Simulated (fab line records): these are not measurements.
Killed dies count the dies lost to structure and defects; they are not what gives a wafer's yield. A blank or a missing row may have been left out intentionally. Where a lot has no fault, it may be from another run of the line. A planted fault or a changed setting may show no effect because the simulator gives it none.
One fault through the eyes of 2 desks    flow n5 finfet    each desk holds nothing but its own numbers, with what lay behind them at the end

AT THE METROLOGY DESK
What the gauges read, lot by lot, whatever tool the lot ran on: means of the sampled wafers that have a number. The brackets show how far a lot's mean lies from the usual mean; more than 4 standard deviations puts the lot out of limits, marked OUT.
Columns: A = V7_OVL at N5_BEOL_M8_OVL_MEAS_29, usual 0.6 nm
lot   first seen here  A
L516  day 11 07:32     -0.5
L517  day 12 02:31     0.9
L515  day 12 08:58     0.5
L527  day 14 17:19     1.2
L531  day 15 06:40     0.3
L534  day 15 16:56     0.0
L530  day 15 16:58     0.5
L533  day 16 05:01     0.7
L536  day 17 03:06     0.8
L535  day 17 03:16     1.2
L537  day 18 06:20     1.1
Finding of this desk: none of the 11 lots has anything out of limits.

THE TOOL OWNER'S DESK: ald metal-03
The tool's own readings at N5_BEOL_M8_ALD_77 (deposits TaN, target thk 2 nm, pulse time 2 s, purge time 3 s): means of the sampled wafers that have a number, for each lot that ran on this tool. The brackets show how far a lot's mean lies from the usual mean; more than 4 standard deviations puts the lot out of limits, marked OUT.
Columns: A = heater power w at N5_BEOL_M8_ALD_77, usual 409 W
lot   first seen here  A
L516  day 11 08:41     445
L515  day 12 10:58     395
L534  day 15 18:38     379
L533  day 16 06:23     354
Finding of this desk: none of the 4 lots has anything out of limits.

ALL TOGETHER
From the metrology desk's view, nothing was out of limits.
The tool owner's desk saw nothing out of limits.

WHAT THE SIMULATOR HAD INSERTED
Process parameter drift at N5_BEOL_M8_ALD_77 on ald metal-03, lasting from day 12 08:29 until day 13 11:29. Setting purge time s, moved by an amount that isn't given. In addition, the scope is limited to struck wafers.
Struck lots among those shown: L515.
